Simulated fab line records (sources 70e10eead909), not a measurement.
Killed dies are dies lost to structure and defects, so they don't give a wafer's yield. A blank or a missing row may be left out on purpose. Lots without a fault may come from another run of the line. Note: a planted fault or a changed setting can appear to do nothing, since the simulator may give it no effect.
Problem report, 8D (eight disciplines) form, completed by code    flow nandHarc    the parts of the form that need people (team, actions taken, sign-off) are left out

## 1. WHAT IS WRONG
cdNm at NHARC_P_ZERO_WELL_CD_MEAS_11 reads a mean of 521.5 nm on 5 wafers of 3 lots; wafers without a fault read 499.8 nm with a standard deviation of 1.5. That puts it +14 standard deviations away from the usual mean.
The step: target cd 500 nm.
First seen on wafer L603.4, day 4 09:14, on cdSem-01. At this step, 38 wafers from 13 lots have a number in the record. The rule behind "out" and "out of limits": a value lying over 4 standard deviations away from the usual mean. The rest of the wafers with a number are treated as sound.

## 2. WHAT IT IS AND WHAT IT IS NOT
question                     is                                      is not
which readings at this step  cdNm                                    -
which lots                   L603, L606, L608                        L599, L600, L601, L602, L604, L613, L614, L617, L620, L621
which wafers of those lots   L603.4, L603.6, L606.6, L608.4, L608.6  L603.1, L606.3, L608.3
read on which gauges         cdSem-01, cdSem-02, cdSem-03            -
when                         from day 4 09:14                        up to then (13 sound wafers); but 20 sound wafers of L604, L606, L608, L613, L614, L617, L620, L621 came after

## 3. WHAT RULES OUT EACH SUSPECT
Counting: a tool at a process step up to the reading stays a suspect if it ran every lot that is out. Sound lots after the first of them don't rule it out here, since some wafers of a struck lot are sound.
- ruled out: the gauge at NHARC_P_ZERO_WELL_CD_MEAS_11. The wafers that are out were read on 3 gauges (cdSem-01, cdSem-02, cdSem-03).
- lithoTrack-02 at NHARC_P_ZERO_WELL_PEB_09 (peb time 80 s): kept. It ran every lot that is out, first L603 (day 4 09:09); its last sound lot up to then is L602 (day 3 13:09).
Left after counting: lithoTrack-02 at NHARC_P_ZERO_WELL_PEB_09.

## 4. THE CAUSE (what the simulator had put in)
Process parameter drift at NHARC_P_ZERO_WELL_PEB_09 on lithoTrack-02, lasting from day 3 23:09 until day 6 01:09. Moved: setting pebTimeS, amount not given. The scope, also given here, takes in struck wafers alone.
Only this tool survived the counting.

## 5. SEQUENCE OF EFFECTS, ordered by route
One row per reading whose mean, taken over the struck wafers that have a number, lies over 3 standard deviations from the usual. Only readings whose record carries a usual standard deviation are examined. hours: median over the lots of the time between each lot's start at the first step of this table that gives one and its start at this step. sigmas: the change, counted in usual standard deviations.
hours  step                          reading  usual     on struck wafers  change  sigmas
0      NHARC_P_ZERO_WELL_CD_MEAS_11  cdNm     499.8 nm  521.5             +21.7   +14
Later measuring or inspecting steps at which every struck wafer that the step has a row for has a number for every such reading, and none has moved that far: NHARC_P_ZERO_WELL_CD_MEAS_37, NHARC_END_SORT_01.

## 6. HOW IT WOULD HAVE BEEN CAUGHT EARLIER
The first out-of-limits reading at a measuring or inspecting step in this record came at day 4 09:14, 10 hours after the fault's start at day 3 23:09.
Among the 3 lots that are out, L606, L608 began NHARC_P_ZERO_WELL_PEB_09 on lithoTrack-02 after day 4 09:14. A hold on the tool at that time would have spared those 2.
